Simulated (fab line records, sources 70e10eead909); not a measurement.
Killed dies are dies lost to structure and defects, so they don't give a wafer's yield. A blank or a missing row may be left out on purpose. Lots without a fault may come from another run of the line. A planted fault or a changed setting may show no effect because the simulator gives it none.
fab line records | flow nand_harc
record lots=24 wafers=72 last_day=34
route steps=1302 shown A_SLIT@935 A_CONTACT@998
lots that met no fault: from a run of the same line without faults
start_h: hours from the record's first day to the start of the lot's first wafer shown | wait_h: hours since the lot's step before | " the same as in the row above | L1.1+2: a row that stands for several wafers | - no value, or no start given | * or withheld: withheld | < > ~ a bound
route shown NAME@n: a module of which the file shows steps, and the number in the route of the first | usual: mean/standard deviation of fault-free wafers | same: alike in all rows | chamber/n: place in a boat | sites: the reading at each site | _std_site: their standard deviation | _edge_site: outer sites' mean less inner sites' | radius_mm: how far each site lies from the wafer's centre | mask NAME#n: copy n | behind: the tool/chamber that last shaped the wafer | hold: why the lot was held/for how many hours/how that ended | device: the transistor (n, p or np) that didn't switch | end of line: the same wafers' tests at the end of the route | a step without rows: its recipe alone | killed: dies lost to structure and defects at the first sort, not the wafer's yield | map: a wafer's dies, x killed, . not, _ none there
set.NAME: the setting as run; set.NAME@STEP: as run at that earlier step | model.NAME: the simulator's own value behind a step, which no gauge read
steps of the route over a sample of lots; a table a step, a row a wafer
services: from which hour (start_h, from the record's first day; less than 0 if before it) a tool's chamber was out of use, for how many hours, and why
## steps
# step NHARC_A_SLIT_INSPECT_11
# usual raw_defect_count=58/31
# columns lot.wafer tool chamber start_h wait_h raw_defect_count
L076.2 defect_inspect-02 - 453.51 0.0 110
L076.3 " - " " 117
L076.6 " - " " 133
L075.1 defect_inspect-01 - 453.68 0.0 79
L075.3 " - " " 75
L075.4 " - " " 87
L074.2 defect_inspect-01 - 459.35 0.0 57
L074.3 " - " " 52
L074.4 " - " " 61
L080.3 defect_inspect-01 - 495.63 0.0 51
L080.4 " - " " 63
L080.5 " - " " 73
L077.2 defect_inspect-02 - 496.11 0.0 19
L077.3 " - " " 20
L077.6 " - " " 27
L078.1 defect_inspect-01 - 499.27 0.0 121
L078.4 " - " " 101
L078.5 " - " " 121
L079.1 defect_inspect-01 - 505.59 0.0 78
L079.4 " - " " 68
L079.6 " - " " 65
L081.2 defect_inspect-02 - 524.77 0.0 65
L081.3 " - " " 61
L081.6 " - " " 62
L082.1 defect_inspect-01 - 539.09 0.0 62
L082.5 " - " " 64
L082.6 " - " " 87
L083.3 defect_inspect-02 - 539.94 0.0 75
L083.4 " - " " 78
L083.6 " - " " 91
L084.3 defect_inspect-02 - 549.37 0.0 47
L084.4 " - " " 28
L084.6 " - " " 33
L085.3 defect_inspect-02 - 558.73 0.0 61
L085.5 " - " " 63
L085.6 " - " " 62
L088.2 defect_inspect-01 - 576.70 0.0 79
L088.3 " - " " 93
L088.5 " - " " 98
L086.2 defect_inspect-02 - 576.94 0.0 51
L086.4 " - " " 42
L086.6 " - " " 33
L089.2 defect_inspect-02 - 577.34 0.0 38
L089.3 " - " " 53
L089.4 " - " " 59
L087.2 defect_inspect-02 - 581.16 0.0 15
L087.5 " - " " 16
L087.6 " - " " 13
L090.1 defect_inspect-01 - 600.98 0.0 15
L090.2 " - " " 20
L090.3 " - " " 24
L091.2 defect_inspect-01 - 601.34 0.0 72
L091.4 " - " " 101
L091.5 " - " " 84
L092.2 defect_inspect-02 - 628.94 0.0 24
L092.4 " - " " 36
L092.5 " - " " 25
L093.1 defect_inspect-02 - 629.26 0.0 66
L093.2 " - " " 68
L093.4 " - " " 69
L094.1 defect_inspect-02 - 651.58 0.0 74
L094.2 " - " " 70
L094.4 " - " " 58
L095.2 defect_inspect-02 - 661.38 0.0 26
L095.4 " - " " 32
L095.5 " - " " 18
L096.2 defect_inspect-01 - 661.53 0.0 34
L096.4 " - " " 38
L096.6 " - " " 43
L097.2 defect_inspect-02 - 687.29 0.0 14
L097.4 " - " " 23
L097.6 " - " " 7
# step NHARC_A_CONTACT_OVL_MEAS_43
# usual overlay_x_nm=-0.1/0.81 overlay_y_nm=-0.3/0.78
# columns lot.wafer tool chamber start_h wait_h overlay_x_nm overlay_y_nm
L076.2 overlay-01 - 490.32 - -1.0 -1.7
L076.3 " - " " -0.6 -1.6
L076.6 " - " " -0.8 -1.1
L075.1 overlay-02 - 491.87 - 0.8 -1.1
L075.3 " - " " 0.5 -1.7
L075.4 " - " " 0.6 -1.4
L074.2 overlay-02 - 502.69 - 0.5 -0.6
L074.3 " - " " 0.1 -0.3
L074.4 " - " " 0.4 -0.9
L077.2 overlay-02 - 532.51 - -1.2 -0.9
L077.3 " - " " -1.1 -0.8
L077.6 " - " " -0.9 -1.0
L078.1 overlay-02 - 535.26 - 0.4 -0.3
L078.4 " - " " -0.7 -0.7
L078.5 " - " " 0.1 -0.8
L080.3 overlay-01 - 535.42 - -0.3 -0.7
L080.4 " - " " -1.1 -1.2
L080.5 " - " " -0.7 -1.0
L079.1 overlay-01 - 549.70 - 0.9 0.1
L079.4 " - " " 0.9 0.5
L079.6 " - " " 0.8 -0.3
L081.2 overlay-01 - 562.84 - 0.1 0.5
L081.3 " - " " 0.0 -0.3
L081.6 " - " " 0.0 0.5
L082.1 overlay-01 - 581.00 - 0.0 -0.6
L082.5 " - " " -0.1 -0.6
L082.6 " - " " -0.2 -0.4
L083.3 overlay-02 - 581.18 - 0.4 1.2
L083.4 " - " " -0.1 0.8
L083.6 " - " " -0.6 0.7
L084.3 overlay-01 - 588.11 - 0.9 -0.5
L084.4 " - " " 0.4 -0.8
L084.6 " - " " 1.1 -0.7
L085.3 overlay-02 - 597.05 - 0.1 -0.5
L085.5 " - " " -0.2 -0.5
L085.6 " - " " 0.2 -1.4
L086.2 overlay-01 - 613.67 - 0.2 0.8
L086.4 " - " " -0.2 1.3
L086.6 " - " " 0.1 0.8
L088.2 overlay-02 - 613.83 - -1.0 -0.7
L088.3 " - " " -0.3 -1.0
L088.5 " - " " -0.7 -1.0
L089.2 overlay-02 - 617.82 - -0.4 1.0
L089.3 " - " " -0.8 1.1
L089.4 " - " " -0.4 0.5
L087.2 overlay-02 - 619.13 - 0.7 0.3
L087.5 " - " " 0.4 0.3
L087.6 " - " " 0.3 0.0
L091.2 overlay-01 - 640.18 - 1.3 -0.5
L091.4 " - " " 1.0 -0.1
L091.5 " - " " 1.2 -0.2
L090.1 overlay-02 - 641.24 - -0.6 0.1
L090.2 " - " " -0.6 0.4
L090.3 " - " " -0.6 0.5
L092.2 overlay-01 - 669.11 - -1.6 -0.5
L092.4 " - " " -2.0 -0.5
L092.5 " - " " -1.9 -0.1
L093.1 overlay-01 - 669.28 - 0.7 -2.2
L093.2 " - " " 0.0 -1.9
L093.4 " - " " -0.5 -1.6
L094.1 overlay-02 - 694.70 - -1.6 0.2
L094.2 " - " " -1.6 -0.6
L094.4 " - " " -1.6 -0.1
L095.2 overlay-01 - 698.21 - -0.2 -0.1
L095.4 " - " " -0.5 -0.1
L095.5 " - " " -0.1 -0.4
L096.2 overlay-02 - 698.37 - 1.0 -1.4
L096.4 " - " " 1.1 -0.8
L096.6 " - " " 0.9 -1.0
L097.2 overlay-02 - 724.04 - -0.9 0.7
L097.4 " - " " -0.9 0.6
L097.6 " - " " -0.8 0.8
# step NHARC_A_CONTACT_ETCH_48
# recipe target_depth_a=390 over_etch_frac=0.3 time_s=65 ion_energy_ev=80 cf4_flow_sccm=150 ar_flow_sccm=0 rf_w=300 bias_w=100 chemistry=CF4
# usual drypump_motor_current_A=6.12/0.26 mfc_ar_sccm=0.009/0.011 oes_product_au=1.003/0.0088 rf_vpp_V=151.5/1.4 showerhead_plenum_p_Torr=1.79/0.1 throttle_valve_pct=13.283/0.0084
# columns lot.wafer tool chamber start_h wait_h drypump_motor_current_A mfc_ar_sccm oes_product_au rf_hours_counter_h rf_vpp_V showerhead_plenum_p_Torr throttle_valve_pct
L076.2 rie_diel-02 3 490.52 0.1 5.61 0.007 1.007 4 149.0 1.65 13.299
L076.3 " 0 " " 6.19 0.014 0.989 16 153.0 1.90 13.281
L076.6 " 1 " " 6.04 0 1.002 - 151.6 1.90 13.287
L075.1 rie_diel-02 3 492.05 0.1 5.60 0.007 1.017 4 149.5 1.65 13.276
L075.3 " 0 " " 6.25 0.014 1.001 17 152.3 1.90 13.268
L075.4 " 1 " " 6.03 0 1.009 19 153.4 1.90 13.281
L074.4 rie_diel-13 3 503.04 0.2 6.07 0 1.005 44 149.4 1.67 13.280
L074.2 " 0 " " 6.47 0.024 0.988 46 150.2 1.68 13.279
L074.3 " 1 " " 6.40 0 1.008 46 150.1 1.83 13.285
L077.2 rie_diel-02 3 532.69 0.1 5.60 0.007 1.005 9 150.1 1.65 13.293
L077.3 " 0 " " 6.23 0.014 0.990 23 153.4 1.90 13.272
L077.6 " 3 " " 5.60 0.007 1.006 - 150.6 1.65 13.292
L078.4 rie_diel-02 0 535.45 0.1 6.22 0.014 0.990 24 153.0 1.90 13.282
L078.1 " 1 " " 6.02 0 0.995 26 153.2 1.89 13.291
L078.5 " 0 " " 6.21 0.014 1.001 - 153.3 1.90 13.279
L080.3 rie_diel-13 0 535.61 0.1 6.48 0.024 1.001 0 150.2 1.68 13.280
L080.4 " 1 " " 6.39 0 1.004 1 150.9 1.83 13.281
L080.5 " 2 " " 6.27 0.004 0.992 - 153.1 1.89 13.288
L079.4 rie_diel-13 1 549.92 0.1 6.43 0 0.998 4 151.8 1.83 13.282
L079.1 " 2 " " 6.28 0.004 0.985 3 154.1 1.89 13.282
L079.6 " 3 " " 6.06 0 0.995 - 150.6 1.67 13.284
L081.3 rie_diel-13 1 563.03 0.1 6.41 0 1.001 9 152.3 1.82 13.276
L081.2 " 3 " " 6.08 0 1.005 12 150.3 1.66 13.275
L081.6 " 1 " " 6.45 0 0.989 - 150.6 1.82 13.281
L082.1 rie_diel-02 2 581.19 0.1 6.41 0.030 1.007 0 151.1 1.83 13.282
L082.6 " 0 " " 6.21 0.014 1.000 - 152.7 1.90 13.289
L082.5 " 1 " " 6.00 0 0.998 - 154.5 1.89 13.271
L083.4 rie_diel-13 2 581.47 0.1 6.24 0.004 1.001 13 153.1 1.89 13.293
L083.3 " 3 " " 6.03 0 0.994 16 151.3 1.66 13.283
L083.6 " 1 " " 6.41 0 1.004 - 152.1 1.82 13.275
L084.4 rie_diel-02 0 588.29 0.1 6.22 0.014 0.998 2 154.1 1.90 13.291
L084.3 " 1 " " 6.02 0 1.001 2 153.3 1.89 13.285
L084.6 " 1 " " 6.04 0 0.997 - 152.1 1.89 13.286
L085.3 rie_diel-07 2 597.23 0.1 5.94 0 1.004 16 151.2 1.73 13.293
L085.5 " 2 " " 5.93 0 0.997 - 150.7 1.73 13.286
L085.6 " 3 " " 6.12 0 0.987 - 151.6 1.85 13.279
L086.4 rie_diel-02 1 613.86 0.1 6.04 0 1.007 7 154.1 1.89 13.285
L086.2 " 3 " " 5.59 0.007 1.012 8 148.9 1.65 13.283
L086.6 " 1 " " 6.03 0 1.005 - 152.7 1.89 13.292
L088.3 rie_diel-13 0 614.02 0.1 6.42 0.024 0.994 28 150.0 1.67 13.290
L088.2 " 1 " " 6.40 0 0.999 27 152.6 1.82 13.271
L088.5 " 3 " " 6.07 0 0.996 - 149.4 1.66 13.285
L089.4 rie_diel-02 3 618.00 0.1 5.61 0.007 1.022 9 149.5 1.65 13.280
L089.3 " 1 " " 5.98 0 1.012 8 151.9 1.89 13.277
L089.2 " 2 " " 6.37 0.030 1.013 8 153.1 1.83 13.277
L087.2 rie_diel-13 1 619.33 0.1 6.39 0 0.998 29 152.1 1.82 13.275
L087.5 " 2 " " 6.24 0.004 1.002 - 152.7 1.88 13.279
L087.6 " 3 " " 6.08 0 0.995 - 148.6 1.66 13.286
L091.2 rie_diel-07 0 640.40 0.1 6.10 0 0.997 57 152.5 1.89 13.290
L091.4 " 1 " " 5.71 0 1.000 55 149.7 1.65 13.287
L091.5 " 3 " " 6.16 0 0.994 - 152.1 1.84 13.287
L090.2 rie_diel-13 3 641.42 0.1 6.07 0 0.999 35 149.6 1.66 13.289
L090.1 " 0 " " 6.47 0.024 1.003 37 148.5 1.67 13.275
L090.3 " 2 " " 6.25 0.004 0.996 35 152.0 1.88 13.261
L092.4 rie_diel-02 2 669.99 0.1 6.38 0.030 1.013 17 152.1 1.83 13.305
L092.2 " 3 " " 5.61 0.007 1.012 17 149.6 1.64 13.300
L092.5 " 2 " " 6.38 0.030 1.023 - 151.8 1.83 13.286
L093.4 rie_diel-02 1 670.02 0.1 6.03 0 1.008 17 152.5 1.89 13.274
L093.2 " 2 " " 6.38 0.030 1.024 17 152.0 1.83 13.280
L093.1 " 3 " " 5.61 0.007 1.003 17 149.9 1.64 13.288
L094.4 rie_diel-02 0 694.89 0.1 6.23 0.014 1.006 23 151.8 1.89 13.285
L094.2 " 1 " " 6.01 0 1.002 21 151.8 1.89 13.295
L094.1 " 2 " " 6.37 0.030 1.018 21 152.3 1.83 13.286
L095.2 rie_diel-02 2 698.40 0.1 6.35 0.030 1.020 22 152.1 1.83 13.285
L095.4 " 3 " " 5.60 0.007 1.019 22 150.6 1.64 13.299
L095.5 " 3 " " 5.60 0.007 1.020 - 150.1 1.64 13.289
L096.2 rie_diel-07 1 698.57 0.1 5.72 0 1.005 13 149.5 1.65 13.276
L096.4 " 2 " " 5.91 0 1.007 - 150.7 1.73 13.292
L096.6 " 3 " " 6.13 0 0.991 - 151.6 1.84 13.274
L097.4 rie_diel-02 1 724.22 0.1 6.02 0 1.000 26 152.0 1.88 13.273
L097.2 " 3 " " 5.62 0.007 1.014 27 150.3 1.64 13.288
L097.6 " 1 " " 6.01 0 0.997 - 153.4 1.88 13.283
# step NHARC_A_CONTACT_ETCH_50
# recipe target_depth_a=1210 time_s=60.5 cf4_flow_sccm=100 chf3_flow_sccm=30 ar_flow_sccm=0 rf_w=500 bias_w=200 chemistry=CF4/CHF3
# usual drypump_motor_current_A=6.12/0.26 mfc_ar_sccm=0.009/0.011 oes_product_au=0.956/0.024 rf_vpp_V=372/3.1 showerhead_plenum_p_Torr=1.60/0.092 throttle_valve_pct=16.804/0.0089
# columns lot.wafer tool chamber start_h wait_h drypump_motor_current_A mfc_ar_sccm oes_product_au rf_hours_counter_h rf_vpp_V showerhead_plenum_p_Torr throttle_valve_pct
L076.3 rie_diel-02 0 - - 6.18 0.014 0.972 16 374 1.70 16.808
L076.2 " 3 " " 5.62 0.007 0.992 4 368 1.47 16.805
L076.6 " 1 " " 6.02 0 0.962 - 374 1.69 16.815
L075.4 rie_diel-02 1 - - 5.99 0 0.964 19 373 1.69 16.809
L075.3 " 3 " " 5.60 0.007 0.985 5 368 1.47 16.816
L075.1 " 0 " " 6.20 0.014 0.969 17 375 1.70 16.800
L074.2 rie_diel-13 2 - - 6.26 0.004 0.926 45 374 1.69 16.819
L074.3 " 3 " " 6.03 0 0.932 45 367 1.48 16.813
L074.4 " 0 " " 6.44 0.024 0.923 47 369 1.49 16.807
L077.3 rie_diel-02 1 - - 6.03 0 0.964 25 375 1.69 16.815
L077.2 " 2 " " 6.38 0.030 0.969 23 374 1.64 16.808
L077.6 " 1 " " 6.01 0 0.969 - 374 1.69 16.802
L078.1 rie_diel-02 3 - - 5.60 0.007 0.965 10 367 1.47 16.808
L078.4 " 1 " " 6.04 0 0.972 26 376 1.69 16.809
L078.5 " 3 " " 5.61 0.007 0.959 - 367 1.47 16.790
L080.3 rie_diel-13 0 - - 6.44 0.024 0.974 1 369 1.49 16.807
L080.4 " 1 " " 6.39 0 0.976 1 373 1.62 16.807
L080.5 " 2 " " 6.24 0.004 0.960 - 375 1.69 16.797
L079.4 rie_diel-13 1 - - 6.42 0 0.952 5 373 1.62 16.818
L079.1 " 3 " " 6.05 0 0.953 5 367 1.48 16.798
L079.6 " 1 " " 6.45 0 0.943 - 374 1.62 16.812
L081.2 rie_diel-13 3 - - 6.08 0 0.949 12 367 1.48 16.803
L081.3 " 0 " " 6.46 0.024 0.956 12 369 1.49 16.799
L081.6 " 2 " " 6.26 0.004 0.949 - 375 1.68 16.789
L082.1 rie_diel-02 2 - - 6.41 0.030 0.978 0 372 1.63 16.800
L082.5 " 1 " " 6.02 0 0.983 - 374 1.68 16.805
L082.6 " 2 " " 6.39 0.030 0.980 - 374 1.63 16.800
L083.3 rie_diel-13 2 - - 6.27 0.004 0.935 14 373 1.68 16.792
L083.4 " 0 " " 6.49 0.024 0.940 17 367 1.49 16.796
L083.6 " 2 " " 6.26 0.004 0.943 - 375 1.68 16.793
L084.4 rie_diel-02 0 - - 6.23 0.014 0.965 2 373 1.69 16.817
L084.3 " 2 " " 6.43 0.030 0.990 2 372 1.63 16.806
L084.6 " 3 " " 5.58 0.007 0.960 - 367 1.46 16.805
L085.3 rie_diel-07 0 - - 6.11 0 0.911 45 374 1.69 16.809
L085.5 " 0 " " 6.11 0 0.926 - 374 1.69 16.807
L085.6 " 1 " " 5.70 0 0.912 - 367 1.47 16.799
L086.4 rie_diel-02 0 - - 6.21 0.014 0.987 8 374 1.69 16.797
L086.2 " 1 " " 6.02 0 0.967 7 374 1.68 16.804
L086.6 " 3 " " 5.61 0.007 0.996 - 368 1.46 16.805
L088.3 rie_diel-13 3 - - 6.07 0 0.907 25 368 1.48 16.805
L088.2 " 1 " " 6.43 0 0.920 28 373 1.62 16.804
L088.5 " 3 " " 6.06 0 0.924 - 367 1.48 16.808
L089.4 rie_diel-02 3 - - 5.59 0.007 0.991 9 366 1.46 16.796
L089.3 " 1 " " 6.01 0 0.979 8 374 1.68 16.807
L089.2 " 2 " " 6.40 0.030 0.995 8 372 1.63 16.813
L087.2 rie_diel-13 1 - - 6.40 0 0.916 29 372 1.62 16.805
L087.5 " 1 " " 6.43 0 0.925 - 374 1.62 16.806
L087.6 " 2 " " 6.26 0.004 0.920 - 374 1.68 16.797
L091.2 rie_diel-07 0 - - 6.09 0 0.922 58 375 1.69 16.809
L091.4 " 2 " " 5.92 0 0.965 28 369 1.54 16.805
L091.5 " 3 " " 6.11 0 0.926 - 374 1.64 16.808
L090.3 rie_diel-13 0 - - 6.46 0.024 0.920 37 367 1.48 16.819
L090.2 " 1 " " 6.43 0 0.934 37 371 1.62 16.801
L090.1 " 2 " " 6.25 0.004 0.922 35 374 1.68 16.811
L092.2 rie_diel-02 3 - - 5.61 0.007 0.953 17 367 1.46 16.805
L092.4 " 2 " " 6.36 0.030 0.956 17 372 1.63 16.810
L092.5 " 0 " " 6.20 0.014 0.951 - 374 1.69 16.799
L093.1 rie_diel-02 2 - - 6.40 0.030 0.951 18 371 1.63 16.815
L093.2 " 3 " " 5.59 0.007 0.956 18 367 1.46 16.817
L093.4 " 0 " " 6.21 0.014 0.964 19 373 1.69 16.780
L094.4 rie_diel-02 2 - - 6.38 0.030 0.986 21 373 1.63 16.797
L094.2 " 3 " " 5.62 0.007 0.976 21 367 1.46 16.787
L094.1 " 0 " " 6.20 0.014 0.986 23 374 1.69 16.810
L095.2 rie_diel-02 2 - - 6.39 0.030 0.977 22 372 1.63 16.802
L095.4 " 0 " " 6.19 0.014 0.995 24 373 1.69 16.802
L095.5 " 1 " " 6.03 0 0.969 - 374 1.68 16.808
L096.2 rie_diel-07 3 - - 6.12 0 0.959 14 372 1.64 16.778
L096.4 " 0 " " 6.03 0 0.991 13 374 1.68 16.797
L096.6 " 2 " " 5.93 0 0.966 - 370 1.54 16.810
L097.4 rie_diel-02 2 - - 6.43 0.030 0.990 27 373 1.63 16.808
L097.2 " 0 " " 6.22 0.014 0.976 28 374 1.69 16.806
L097.6 " 1 " " 6.02 0 0.974 - 374 1.68 16.800
# step NHARC_A_CONTACT_ETCH_118
# recipe source_w=withheld pressure_mtorr=20 bias_v=3000 time_s=190 target_depth_a=18500 ar_flow_sccm=withheld c4f8_flow_sccm=withheld o2_flow_sccm=withheld chemistry=C4F8/O2/Ar
# usual oes_air_line_au=1.003/0.023
# columns lot.wafer tool chamber start_h wait_h oes_air_line_au rf_hours_counter_h
L076.2 har_cap_etch-03 0 493.50 0.1 1.017 39
L076.3 " 0 " " 1.008 -
L076.6 " 1 " " 1.037 -
L075.1 har_cap_etch-01 0 495.02 0.1 1.019 135
L075.4 " 0 " " 1.012 -
L075.3 " 1 " " 1.029 -
L074.2 har_cap_etch-02 0 506.71 0.1 0.999 86
L074.4 " 0 " " 0.962 -
L074.3 " 1 " " 1.024 -
L077.2 har_cap_etch-02 1 535.67 0.1 1.024 89
L077.3 " 0 " " 1.022 -
L077.6 " 1 " " 1.012 -
L078.1 har_cap_etch-01 1 538.43 0.1 1.011 3
L078.4 " 1 " " 1.006 -
L078.5 " 0 " " 1.019 -
L080.4 har_cap_etch-03 0 538.62 0.1 1.000 -
L080.3 " 1 " " 0.987 -
L080.5 " 0 " " 1.008 -
L079.1 har_cap_etch-02 0 554.04 0.1 1.024 93
L079.4 " 0 " " 1.022 -
L079.6 " 1 " " 1.005 -
L081.2 har_cap_etch-03 1 566.01 0.1 0.945 51
L081.3 " 0 " " 0.986 -
L081.6 " 0 " " 0.985 -
L082.1 har_cap_etch-03 0 584.17 0.1 1.032 54
L082.6 " 1 " " 1.004 -
L082.5 " 0 " " 1.019 -
L083.3 har_cap_etch-01 1 584.58 0.1 1.058 -
L083.4 " 0 " " 1.038 -
L083.6 " 1 " " 1.000 -
L084.4 har_cap_etch-03 0 591.31 0.1 1.017 -
L084.3 " 1 " " 0.955 -
L084.6 " 1 " " 0.947 -
L085.3 har_cap_etch-03 0 600.28 0.1 1.017 -
L085.5 " 1 " " 1.031 -
L085.6 " 0 " " 0.997 -
L086.2 har_cap_etch-03 1 616.83 0.1 1.020 62
L086.4 " 1 " " 0.993 -
L086.6 " 0 " " 0.973 -
L088.2 har_cap_etch-01 1 617.01 0.1 1.035 18
L088.3 " 0 " " 0.988 -
L088.5 " 0 " " 0.972 -
L089.2 har_cap_etch-02 0 621.38 0.2 1.030 105
L089.3 " 0 " " 1.003 -
L089.4 " 1 " " 0.982 -
L087.2 har_cap_etch-03 1 622.31 0.1 0.949 64
L087.5 " 1 " " 0.982 -
L087.6 " 0 " " 0.977 -
L091.2 har_cap_etch-03 1 643.33 0.1 1.018 68
L091.4 " 1 " " 1.017 -
L091.5 " 1 " " 1.016 -
L090.2 har_cap_etch-02 0 644.78 0.2 0.971 111
L090.1 " 1 " " 1.001 111
L090.3 " 1 " " 0.993 -
L092.2 har_cap_etch-02 0 673.04 0.1 1.009 115
L092.4 " 1 " " 0.972 -
L092.5 " 1 " " 0.978 -
L093.2 har_cap_etch-01 1 673.88 0.1 0.995 29
L093.1 " 0 " " 1.003 29
L093.4 " 0 " " 1.031 -
L094.1 har_cap_etch-02 1 697.85 0.1 1.036 119
L094.2 " 0 " " 0.991 119
L094.4 " 0 " " 1.002 -
L095.2 har_cap_etch-01 1 701.35 0.1 0.994 32
L095.4 " 0 " " 1.009 -
L095.5 " 1 " " 0.993 -
L096.2 har_cap_etch-03 1 701.61 0.1 0.992 78
L096.4 " 1 " " 0.999 -
L096.6 " 0 " " 1.008 -
L097.2 har_cap_etch-02 1 727.24 0.1 0.995 125
L097.4 " 0 " " 1.017 -
L097.6 " 0 " " 1.031 -
# step NHARC_A_CONTACT_STRIP_55
# recipe o2_flow_sccm=500 ar_flow_sccm=0 bias_w=0 chemistry=O2
# usual drypump_motor_current_A=6.11/0.27 mfc_ar_sccm=0.009/0.011 oes_product_au=1.005/0.0078 rf_vpp_V=58.1/0.98 showerhead_plenum_p_Torr=3.60/0.2 throttle_valve_pct=17.036/0.0089
# columns lot.wafer tool chamber start_h wait_h drypump_motor_current_A mfc_ar_sccm oes_product_au rf_hours_counter_h rf_vpp_V showerhead_plenum_p_Torr throttle_valve_pct
L076.2 rie_diel-02 1 - - 6.02 0 0.994 20 58.9 3.78 17.047
L076.3 " 2 " " 6.38 0.030 1.010 18 57.0 3.67 17.052
L076.6 " 0 " " 6.23 0.014 0.996 - 58.8 3.80 17.048
L075.1 rie_diel-07 3 - - 6.15 0 0.988 4 58.5 3.71 17.050
L075.3 " 0 " " 6.10 0 1.007 4 58.7 3.81 17.040
L075.4 " 0 " " 6.08 0 1.010 - 58.0 3.81 17.013
L074.3 rie_diel-02 2 - - 6.39 0.030 1.005 20 59.3 3.67 17.034
L074.2 " 3 " " 5.63 0.007 1.008 7 57.9 3.29 17.038
L074.4 " 0 " " 6.20 0.014 1.009 20 57.4 3.80 17.043
L077.3 rie_diel-13 3 - - 6.07 0 0.990 1 57.7 3.32 17.040
L077.2 " 0 " " 6.46 0.024 1.014 2 57.5 3.34 17.042
L077.6 " 1 " " 6.39 0 1.002 - 58.2 3.64 17.034
L078.1 rie_diel-13 2 - - 6.26 0.004 0.999 2 58.6 3.77 17.027
L078.4 " 0 " " 6.44 0.024 1.003 3 56.6 3.34 17.030
L078.5 " 2 " " 6.28 0.004 0.996 - 58.9 3.77 17.022
L080.3 rie_diel-02 3 - - 5.62 0.007 1.018 11 58.0 3.29 17.018
L080.4 " 2 " " 6.40 0.030 1.018 26 60.1 3.66 17.043
L080.5 " 0 " " 6.20 0.014 1.000 - 58.0 3.79 17.026
L079.4 rie_diel-02 0 - - 6.20 0.014 1.014 28 58.1 3.79 17.049
L079.1 " 2 " " 6.39 0.030 1.021 29 59.1 3.66 17.024
L079.6 " 0 " " 6.22 0.014 1.002 - 57.5 3.79 17.049
L081.2 rie_diel-02 0 - - 6.23 0.014 0.989 29 59.2 3.79 17.040
L081.3 " 2 " " 6.37 0.030 1.011 30 58.4 3.66 17.050
L081.6 " 3 " " 5.62 0.007 1.006 - 57.4 3.29 17.030
L082.1 rie_diel-13 3 - - 6.10 0 0.993 17 57.1 3.32 17.037
L082.6 " 3 " " 6.08 0 0.996 - 58.1 3.32 17.046
L082.5 " 0 " " 6.49 0.024 1.002 - 58.3 3.33 17.057
L083.3 rie_diel-02 2 - - 6.40 0.030 1.001 1 59.1 3.66 17.037
L083.4 " 3 " " 5.63 0.007 1.006 2 58.1 3.29 17.036
L083.6 " 0 " " 6.23 0.014 1.008 - 59.3 3.79 17.042
L084.3 rie_diel-07 2 - - 5.96 0 1.001 15 57.4 3.46 17.028
L084.4 " 3 " " 6.16 0 0.997 46 59.1 3.68 17.036
L084.6 " 3 " " 6.14 0 0.993 - 58.8 3.68 17.043
L085.3 rie_diel-02 0 - - 6.23 0.014 1.002 6 59.4 3.79 17.038
L085.6 " 0 " " 6.20 0.014 1.008 - 60.6 3.79 17.033
L085.5 " 1 " " 6.03 0 1.008 - 60.4 3.77 17.039
L086.2 rie_diel-07 1 - - 5.71 0 0.997 50 58.8 3.30 17.030
L086.4 " 3 " " 6.15 0 0.989 56 57.9 3.68 17.032
L086.6 " 1 " " 5.74 0 0.992 - 56.9 3.30 17.036
L088.2 rie_diel-13 1 - - 6.43 0 1.012 29 58.6 3.63 17.049
L088.3 " 2 " " 6.25 0.004 1.001 26 56.9 3.76 17.015
L088.5 " 1 " " 6.44 0 1.002 - 57.7 3.63 17.053
L089.3 rie_diel-02 0 - - 6.22 0.014 1.012 10 58.9 3.79 17.040
L089.2 " 1 " " 6.04 0 1.002 10 58.8 3.77 17.025
L089.4 " 2 " " 6.36 0.030 1.011 10 57.8 3.65 17.022
L087.2 rie_diel-02 2 - - 6.42 0.030 1.020 10 58.8 3.65 17.036
L087.5 " 0 " " 6.22 0.014 1.006 - 59.4 3.78 17.038
L087.6 " 1 " " 6.05 0 1.021 - 57.2 3.77 17.027
L091.4 rie_diel-02 1 - - 6.03 0 1.007 14 58.0 3.77 17.039
L091.2 " 3 " " 5.62 0.007 1.010 14 57.6 3.28 17.043
L091.5 " 2 " " 6.40 0.030 1.002 - 56.4 3.65 17.038
L090.3 rie_diel-02 3 - - 5.65 0.007 1.015 14 57.6 3.28 17.028
L090.1 " 0 " " 6.21 0.014 1.008 15 59.2 3.78 17.047
L090.2 " 2 " " 6.39 0.030 1.018 14 58.6 3.65 17.047
L092.4 rie_diel-13 0 - - 6.49 0.024 1.010 48 58.3 3.32 17.038
L092.2 " 1 " " 6.43 0 1.002 47 55.7 3.62 17.038
L092.5 " 0 " " 6.46 0.024 1.005 - 57.7 3.32 17.031
L093.1 rie_diel-02 0 - - 6.25 0.014 1.015 21 58.1 3.78 17.041
L093.2 " 1 " " 6.04 0 1.004 20 56.9 3.76 17.027
L093.4 " 2 " " 6.41 0.030 1.009 19 59.1 3.65 17.037
L094.2 rie_diel-02 2 - - 6.43 0.030 1.009 23 58.2 3.65 17.027
L094.4 " 3 " " 5.63 0.007 1.015 23 56.9 3.27 17.046
L094.1 " 0 " " 6.24 0.014 1.009 25 59.2 3.78 17.045
L095.4 rie_diel-02 3 - - 5.63 0.007 1.003 23 56.0 3.27 17.049
L095.2 " 1 " " 6.04 0 0.998 24 58.6 3.76 17.035
L095.5 " 3 " " 5.63 0.007 1.018 - 56.8 3.27 17.034
L096.2 rie_diel-02 2 - - 6.37 0.030 1.012 23 57.8 3.65 17.031
L096.4 " 3 " " 5.61 0.007 1.017 23 57.6 3.27 17.028
L096.6 " 0 " " 6.20 0.014 1.016 - 58.8 3.78 17.041
L097.4 rie_diel-02 3 - - 5.60 0.007 1.009 28 57.7 3.27 17.025
L097.2 " 1 " " 6.00 0 1.002 27 58.0 3.76 17.036
L097.6 " 3 " " 5.61 0.007 1.006 - 57.2 3.27 17.050
## services
# columns tool chamber start_h hours kind
rie_diel-07 - 471.39 9.0 pm
rie_diel-02 0 476.20 - clean
rie_diel-02 1 476.20 - clean
rie_diel-02 2 476.20 - clean
rie_diel-02 3 476.20 - clean
rie_diel-07 1 497.00 2.0 repair
har_cap_etch-01 - 497.00 17.0 pm
rie_diel-02 0 500.70 - clean
rie_diel-02 1 500.70 - clean
rie_diel-02 2 500.70 - clean
rie_diel-02 3 500.70 - clean
rie_diel-07 2 505.24 65.9 repair
rie_diel-02 3 520.28 9.4 repair
rie_diel-13 - 521.21 9.0 pm
rie_diel-02 0 525.20 - clean
rie_diel-02 - 570.70 9.0 pm
rie_diel-13 - 597.85 0.8 repair
rie_diel-07 0 619.56 4.4 repair
rie_diel-02 3 633.45 5.0 repair
rie_diel-07 - 648.39 9.0 pm
rie_diel-02 - 668.68 1.2 repair
rie_diel-07 - 674.05 0.3 repair
rie_diel-07 0 691.05 7.6 repair
rie_diel-13 - 698.21 9.0 pm
## key
fault none
